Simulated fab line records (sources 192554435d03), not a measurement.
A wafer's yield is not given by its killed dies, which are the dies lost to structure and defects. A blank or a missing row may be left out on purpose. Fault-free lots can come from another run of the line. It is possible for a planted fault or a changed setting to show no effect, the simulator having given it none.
Matching of chambers ; flow n5 finfet ; 4 sister chambers for N5_BEOL_M10_STRIP_67 on rie diel-06
The step strips in CF4. 8 wafers are shown with their chamber, then 8 later ones without.

WAFERS PAIRED WITH THEIR CHAMBERS
wafer;chamber;showerhead plenum p Torr (Torr);throttle valve pct (%)
L080.1;0;1.85;14.10
L082.4;1;1.76;13.38
L082.5;0;1.85;14.09
L087.3;1;1.76;13.39
L089.1;3;1.72;13.87
L089.4;2;1.83;13.82
L089.6;3;1.72;13.86
L091.2;2;1.82;13.84

WAFERS WITHOUT THEIR CHAMBER
wafer;showerhead plenum p Torr (Torr);throttle valve pct (%)
L091.5;1.76;13.38
L091.6;1.72;13.87
L096.1;1.84;13.52
L096.2;1.71;13.90
L096.5;1.84;13.54
L097.3;1.84;13.54
L097.4;1.82;13.27
L097.5;1.84;13.54

WHICH CHAMBER EACH WENT THROUGH
wafer;from the rows above;in truth
L091.5;1;1
L091.6;3;3
L096.1;1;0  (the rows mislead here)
L096.2;3;3
L096.5;1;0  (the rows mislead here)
L097.3;1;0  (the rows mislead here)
L097.4;1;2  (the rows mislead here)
L097.5;1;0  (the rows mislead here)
Correctly placed: 3 of 8. From these rows, 0 cannot be placed. Wrongly placed: 5.
How it was worked out, from the rows above alone: a wafer's distance from a chamber is the root of the sum, over the readings, of the square of ((its reading less the chamber's mean) divided by the reading's scatter). If the next closest chamber is less than 2 further off than the closest, the wafer can't be placed; otherwise it belongs to the closest. For every chamber, the mean is computed from those of its wafers that are shown. The scatter: take each reading less its chamber's mean, square it, sum over the shown wafers, divide by the number of wafers less the number of chambers, and take the root.
